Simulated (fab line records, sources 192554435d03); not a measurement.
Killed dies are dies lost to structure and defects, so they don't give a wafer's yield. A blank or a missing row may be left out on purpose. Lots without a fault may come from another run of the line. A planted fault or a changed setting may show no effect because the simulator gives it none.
fab line records | flow n5_finfet
record lots=5 wafers=15 last_day=16
route steps=1938 shown BEOL_M1@836 BEOL_M2@841 BEOL_M4@1111 PASSIVATION@1936
lots that met no fault: from a run of the same line without faults
start_h: hours from the record's first day to the start of the lot's first wafer shown | wait_h: hours since the lot's step before | " the same as in the row above | L1.1+2: a row that stands for several wafers | - no value, or no start given | * or withheld: withheld | < > ~ a bound
route shown NAME@n: a module of which the file shows steps, and the number in the route of the first | usual: mean/standard deviation of fault-free wafers | same: alike in all rows | chamber/n: place in a boat | sites: the reading at each site | _std_site: their standard deviation | _edge_site: outer sites' mean less inner sites' | radius_mm: how far each site lies from the wafer's centre | mask NAME#n: copy n | behind: the tool/chamber that last shaped the wafer | hold: why the lot was held/for how many hours/how that ended | device: the transistor (n, p or np) that didn't switch | end of line: the same wafers' tests at the end of the route | a step without rows: its recipe alone | killed: dies lost to structure and defects at the first sort, not the wafer's yield | map: a wafer's dies, x killed, . not, _ none there
set.NAME: the setting as run; set.NAME@STEP: as run at that earlier step | model.NAME: the simulator's own value behind a step, which no gauge read
lots at some steps of the route; a table a step, a row a wafer
services: from which hour (start_h, from the record's first day; less than 0 if before it) a tool's chamber was out of use, for how many hours, and why
## steps
# step N5_BEOL_M1_CO_CAP_55
# recipe material=Co target_thk_a=20 temp_c=200 precursor=CCTBA/H2 pressure_torr=30 time_s=102.1
# step N5_BEOL_M1_PRE_CLEAN_56
# recipe gas=NH3 time_s=15 temp_c=withheld rf_power_w=300
# step N5_BEOL_M1_DEP_57
# recipe material=SiCN target_thk_a=80 temp_c=withheld precursor=3MS/NH3 pressure_torr=3 rf_w=202 time_s=14
# step N5_BEOL_M2_ILD_DEP_00
# recipe material=SiOC target_thk_a=790 temp_c=350 precursor=DEMS/O2 pressure_torr=5 rf_w=500 time_s=15.3
# step N5_BEOL_M2_PECVD_72
# recipe material=SiO2 target_thk_a=160 temp_c=400 precursor=TEOS/O2 pressure_torr=5.5 rf_w=450 teos_flow_sccm=53.8 gas=O2 flow_sccm=3000 time_s=18
# step N5_BEOL_M2_HM_DEP_02
# recipe material=TiN target_thk_a=200 temp_c=25 chamber_pressure_pa=0.49996
# step N5_BEOL_M2_COAT_61
# recipe resist=SOC temp_c=250 time_s=60 spin_rpm=1500 resist_thk_nm=60
# step N5_BEOL_M2_COAT_62
# recipe resist=SiARC temp_c=220 time_s=60 spin_rpm=1500 resist_thk_nm=12
# step N5_BEOL_M2_COAT_73
# recipe resist=underlayer temp_c=205 time_s=60 spin_rpm=1500 resist_thk_nm=5
# step N5_BEOL_M2_COAT_05
# recipe resist=CAR-EUV spin_rpm=1500 resist_thk_nm=30
# usual chill_plate_temp_C=22.99/0.12 spin_speed_rpm=1499.9/0.96
# columns lot.wafer tool chamber start_h wait_h chill_plate_temp_C spin_speed_rpm model.CAR-EUV_of_BEOL_M2_COAT_05.thk_nm
L689.2 litho_track-01 0 156.57 - 22.95 1501.5 30
L689.4 " 0 " " 22.95 1499.0 30
L689.5 " 0 " " 22.84 1499.9 30
L693.3 litho_track-01 0 181.31 - 23.18 1447.6 30.6
L693.5 " 0 " " 23.00 1447.0 30.6
L693.6 " 0 " " 23.05 1447.2 30.6
L695.1 litho_track-01 0 183.59 - 23.04 1446.9 30.8
L695.2 " 0 " " 22.93 1447.4 30.8
L695.6 " 0 " " 22.93 1445.9 30.6
L698.1 litho_track-01 0 205.71 - 22.81 1447.6 30.8
L698.4 " 0 " " 22.98 1447.7 30.6
L698.5 " 0 " " 23.02 1446.9 30.8
L707.1 litho_track-02 0 261.37 - 23.15 1500.5 30
L707.5 " 0 " " 23.14 1499.5 30
L707.6 " 0 " " 23.13 1499.9 29.8
# step N5_BEOL_M2_EBR_07
# recipe solvent=PGMEA ebr_width_mm=1.5
# step N5_BEOL_M2_SOFTBAKE_06
# recipe temp_c=110 time_s=60 resist=CAR-EUV
# step N5_BEOL_M2_EXPOSE_08
# recipe mask_id=M2 na=0.33 source_shape=dipole sigma_inner=0.369 sigma_outer=0.767 polarization=unpolarized dose_mj=41.25
# step N5_BEOL_M2_PEB_09
# recipe peb_temp_c=100 peb_time_s=60 resist=CAR-EUV
# step N5_BEOL_M2_DEVELOP_10
# recipe develop_time_s=30 developer=TMAH resist=CAR-EUV rinse_liquid=surfactant_rinse dry=air_spin dev_temp_c=23
# step N5_BEOL_M2_DESCUM_16
# recipe chemistry=O2 time_s=7 source_power_w=50 bias_power_w=20 pressure_mtorr=20 rf_frequency_hz=2.712e+07 temp_c=40 resist=CAR-EUV o2_flow_sccm=225
# usual drypump_motor_current_A=5.7/0.39 oes_product_au=0.77/0.084 rf_vpp_V=243.1/1.3 showerhead_plenum_p_Torr=2.09/0.071 throttle_valve_pct=20.59/0.2
# columns lot.wafer tool chamber start_h wait_h drypump_motor_current_A oes_product_au rf_hours_counter_h rf_vpp_V showerhead_plenum_p_Torr throttle_valve_pct model.CAR-EUV_of_BEOL_M2_COAT_05.thk_nm
L689.2 rie_diel-04 0 157.61 0.6 6.1 0.80 101 242.8 2.03 20.47 26
L689.4 " 2 " " 6.4 0.73 177 241.9 1.99 20.32 26
L689.5 " 3 " " 5.6 0.73 - 242.4 2.08 20.70 26
L693.3 rie_diel-02 0 181.82 0.0 5.3 0.89 45 242.9 2.10 20.47 26.6
L693.5 " 0 " " 5.3 0.89 - 241.9 2.10 20.46 26.8
L693.6 " 1 " " 5.5 0.72 - 244.9 2.19 20.83 26.6
L695.1 rie_diel-06 3 184.09 0.1 5.9 0.69 252 242.7 2.05 21.05 26.8
L695.2 " 2 " " 5.3 0.71 214 239.8 1.99 20.67 26.8
L695.6 " 0 " " 5.9 0.65 - 244.4 2.12 20.52 26.6
L698.1 rie_diel-06 1 206.22 0.0 6.1 0.69 247 244.7 2.14 20.73 26.8
L698.4 " 2 " " 5.3 0.70 - 241.2 1.98 20.66 26.6
L698.5 " 3 " " 5.9 0.68 - 242.4 2.05 21.05 26.8
L707.1 rie_diel-06 1 266.52 0.1 6.1 0.95 3 242.9 2.14 20.32 26
L707.5 " 2 " " 5.3 0.69 - 240.6 1.98 20.70 26
L707.6 " 1 " " 6.1 0.96 - 243.6 2.14 20.32 25.8
# step N5_BEOL_M2_ETCH_74
# recipe chemistry=N2/H2 target=underlayer target_depth_a=65 mask_material=CAR-EUV time_s=5.2 ion_energy_ev=200 pressure_mtorr=30 source_w=840 bias_w=150 n2_flow_sccm=200 h2_flow_sccm=200 ends=cleared
# step N5_BEOL_M4_RC_MEAS_101
# usual DIBL_N=36.3/1.6 DIBL_P=36.2/2.1 IOFF_N=0.16/0.031 IOFF_P=0.21/0.034 ION_N=673/11 ION_P=461/7.4 SS_N=71.6/0.55 SS_P=73.3/0.66 VT_N=251/3.2 VT_P=-251/3.5
# columns lot.wafer tool chamber start_h wait_h DIBL_N[mV/V] DIBL_P[mV/V] IOFF_N[nA/um] IOFF_P[nA/um] ION_N[uA/um] ION_P[uA/um] SS_N[mV/dec] SS_P[mV/dec] VT_N[mV] VT_P[mV]
L689.2 prober-02 0 185.20 0.2 34.9 34.7 0.14 0.20 666 457 71.0 72.7 253 -249
L689.4 " 0 " " 35.7 36.1 0.14 0.22 671 463 71.3 73.4 255 -248
L689.5 " 0 " " 34.6 34.3 0.13 0.19 663 460 70.6 73.1 254 -250
L693.3 prober-01 0 209.94 0.3 37.0 35.3 0.17 0.23 684 473 71.1 73.0 247 -248
L693.5 " 0 " " 37.6 36.1 0.18 0.24 678 467 71.8 72.9 249 -249
L693.6 " 0 " " 34.1 31.9 0.12 0.17 657 455 71.0 73.2 253 -253
L695.1 prober-01 0 210.89 0.0 32.9 32.4 0.12 0.15 676 463 71.4 72.2 254 -253
L695.2 " 0 " " 35.5 35.3 0.14 0.19 675 462 71.1 73.2 255 -251
L695.6 " 0 " " 33.6 33.7 0.13 0.16 681 463 71.8 73.3 253 -254
L698.1 prober-01 0 236.31 0.0 35.9 36.0 0.14 0.18 680 467 71.1 73.3 249 -254
L698.4 " 0 " " 36.2 36.5 0.14 0.19 679 466 71.0 73.5 251 -252
L698.5 " 0 " " 35.9 35.5 0.14 0.17 669 451 70.9 72.5 252 -256
L707.1 prober-01 0 295.50 0.0 34.2 32.4 0.10 0.14 655 453 71.4 71.8 259 -256
L707.5 " 0 " " 38.0 36.4 0.15 0.20 663 455 72.2 73.5 251 -252
L707.6 " 0 " " 34.3 32.8 0.11 0.14 668 458 71.3 72.1 257 -257
# step N5_PASSIVATION_PROBE_49
# usual defect_limited_yield=91.5/1.5 killed_at_M0_to_M3=32/9.4 killed_at_M4_up=12/5.1 killed_at_contacts=11/7.4 killed_at_front_end=41/11 killed_at_other=3.4/2.5 killed_dies=100/17 killed_open=65/14 killed_short=33/7 sort_bin_5_function=4.9/0.96 sort_bin_6_memory=3.1/0.7 sort_n_pass=1080/17 sort_yield_pct=91.5/1.5
# same gross_dies=1180 killed_at_back_side=0 sort_bin_4_leakage[%]=0 sort_bin_8_speed[%]=0
# columns lot.wafer tool chamber start_h wait_h defect_limited_yield[%] killed_at_M0_to_M3 killed_at_M4_up killed_at_contacts killed_at_front_end killed_at_other killed_dies killed_open killed_short sort_bin_5_function[%] sort_bin_6_memory[%] sort_n_pass sort_yield_pct[%]
L693.6 prober-02 - 304.65 0.3 91.9 20 14 15 40 6 95 47 36 4.2 2.6 1085 91.9
# killed by level:class
L693.6 HKMG_FIN:area_etch=11 MOL_CONTACT_COAG:geometric_particle:open=9 BEOL_M3:geometric_particle:open=7 FIN_SAQP:geometric_particle:open=6 MOL_CONTACT_COAG:geometric_particle:short=6 FIN_SAQP:geometric_particle:short=4 GATE_CUT:geometric_particle:short=4 BEOL_M0_SAQP:geometric_particle:short=4
## services
# columns tool chamber start_h hours kind
rie_diel-02 1 162.23 15.8 repair
litho_track-02 - 167.19 - consumable_replace:filter
rie_diel-02 - 192.75 0.2 repair
rie_diel-06 0 198.38 - clean
rie_diel-06 0 198.38 - consumable_replace:focus_ring
rie_diel-06 0 198.38 20.0 scheduled_down
rie_diel-06 0 198.38 20.0 vent_cycle
rie_diel-04 0 208.52 8.1 repair
rie_diel-06 3 218.47 - clean
rie_diel-06 3 218.47 - consumable_replace:focus_ring
rie_diel-06 3 218.47 14.5 scheduled_down
rie_diel-06 3 218.47 14.5 vent_cycle
rie_diel-06 - 224.00 4.3 pm
rie_diel-06 1 232.93 - clean
rie_diel-06 1 232.93 - consumable_replace:focus_ring
rie_diel-06 1 232.93 23.5 scheduled_down
rie_diel-06 1 232.93 23.5 vent_cycle
rie_diel-02 2 266.21 11.0 repair
## key
first_sign step=N5_BEOL_M2_COAT_05 reading=spin_speed_rpm direction=down sigmas=55 usual=* struck=*
effect none on later readings
model_effect step=N5_BEOL_M2_COAT_05 value=CAR-EUV_of_BEOL_M2_COAT_05.thk_nm without=30.18 struck=30.69
model_effect step=N5_BEOL_M2_DESCUM_16 value=CAR-EUV_of_BEOL_M2_COAT_05.thk_nm without=26.22 struck=26.71
met_at N5_BEOL_M2_COAT_05
struck_wafers L693.3,L693.5,L693.6,L695.1,L695.2,L695.6,L698.1,L698.4,L698.5
baseline_loss step=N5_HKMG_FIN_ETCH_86 wafers=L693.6
onset_between 156.57 181.31
fault kind=process_parameter_drift tool=litho_track-01 chamber=- onset_h=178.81 steps=N5_BEOL_M2_COAT_05 channel=spin_rpm offset=* shape=step end_h=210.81 acts_in=* stated=*
# baseline_loss: these wafers lose ten dies or more at that step, a loss of the line's own and not of a fault; the sort's usual values leave them out
